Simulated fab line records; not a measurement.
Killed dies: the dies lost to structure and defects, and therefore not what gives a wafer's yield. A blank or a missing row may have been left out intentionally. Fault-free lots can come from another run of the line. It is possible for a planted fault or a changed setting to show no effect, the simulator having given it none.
Chamber matching | flow nand_harc | 3 sister chambers for NHARC_A_M1_PRE_CLEAN_32 on pecvd-04
The step time 12 s. 3 wafers are shown with their chamber, then 8 later ones without.

## WAFERS WITH THEIR CHAMBER
wafer  | chamber | heater_power_w (W)
L087.5 | 1       | 558
L087.6 | 2       | 535
L088.1 | 0       | 694

## WAFERS WITH NO CHAMBER GIVEN
wafer  | heater_power_w (W)
L088.3 | 536
L088.4 | 692
L091.1 | 628
L091.2 | 566
L091.5 | 548
L094.1 | 678
L094.4 | 464
L094.6 | 678

## WHICH CHAMBER EACH ONE RAN IN
wafer  | from the rows above          | in truth
L088.3 | can't be placed: 2 or 1      | 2
L088.4 | 0                            | 0
L091.1 | can't be placed: 0 or 1 or 2 | 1
L091.2 | can't be placed: 1 or 2      | 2
L091.5 | can't be placed: 1 or 2      | 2
L094.1 | 0                            | 0
L094.4 | can't be placed: 2 or 1      | 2
L094.6 | 0                            | 0
Correct placement for 3 of the 8. Can't be placed from these rows: 5 (the true chamber is among the candidates in 5). Wrongly placed: 0.
How it was worked out, from the rows above alone: a wafer's distance from a chamber is the root of the sum, over the readings, of the square of ((its reading less the chamber's mean) divided by the reading's scatter). The wafer belongs to the nearest chamber; if the next one is less than 2 further off, it can't be placed. The mean given for a chamber averages the wafers shown for that chamber. The scatter: with one shown wafer a chamber, the root of the mean of the squares of how far each hidden wafer lies from its nearest shown one.
